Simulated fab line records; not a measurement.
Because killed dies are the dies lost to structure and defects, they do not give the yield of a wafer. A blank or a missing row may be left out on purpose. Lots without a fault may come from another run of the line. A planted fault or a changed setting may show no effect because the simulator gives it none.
Chamber matching -- flow n5Finfet -- N5_BEOL_M5_PRE_CLEAN_77 on cvdCo-01 has 3 sister chambers
The step time 15 s. 6 wafers are shown with their chamber, then 12 later ones without.

## EACH WAFER AND ITS CHAMBER
wafer,chamber,heaterPowerW (W)
L090.1,1,92
L090.3,2,61
L090.6,0,88
L091.2,2,60
L091.5,1,93
L091.6,0,89

## WAFERS WHOSE CHAMBER IS MISSING
wafer,heaterPowerW (W)
L093.2,90
L093.4,90
L093.6,61
L094.2,95
L094.5,89
L094.6,91
L095.1,95
L095.2,90
L095.3,61
L095.4,96
L095.5,87
L095.6,61

## THE CHAMBER EACH PASSED THROUGH
wafer,from the rows above,in truth
L093.2,can't be placed: 0 or 1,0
L093.4,can't be placed: 0 or 1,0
L093.6,2,2
L094.2,1,1
L094.5,0,0
L094.6,can't be placed: 1 or 0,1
L095.1,1,1
L095.2,can't be placed: 0 or 1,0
L095.3,2,2
L095.4,1,1
L095.5,0,0
L095.6,2,2
Correct placement for 8 of the 12. These rows do not allow placing 4 (true chamber among the candidates in 4). 0 placed wrongly.
How it was worked out, from the rows above alone: a wafer's distance from a chamber is the root of the sum, over the readings, of the square of ((its reading less the chamber's mean) divided by the reading's scatter). If the next closest chamber is less than 2 further off than the closest, the wafer can't be placed; otherwise it belongs to the closest. Each chamber's mean is taken over the wafers shown for it. The scatter is the square root of a quotient: the sum, over the shown wafers, of each reading's squared deviation from its chamber's mean, divided by wafers minus chambers.
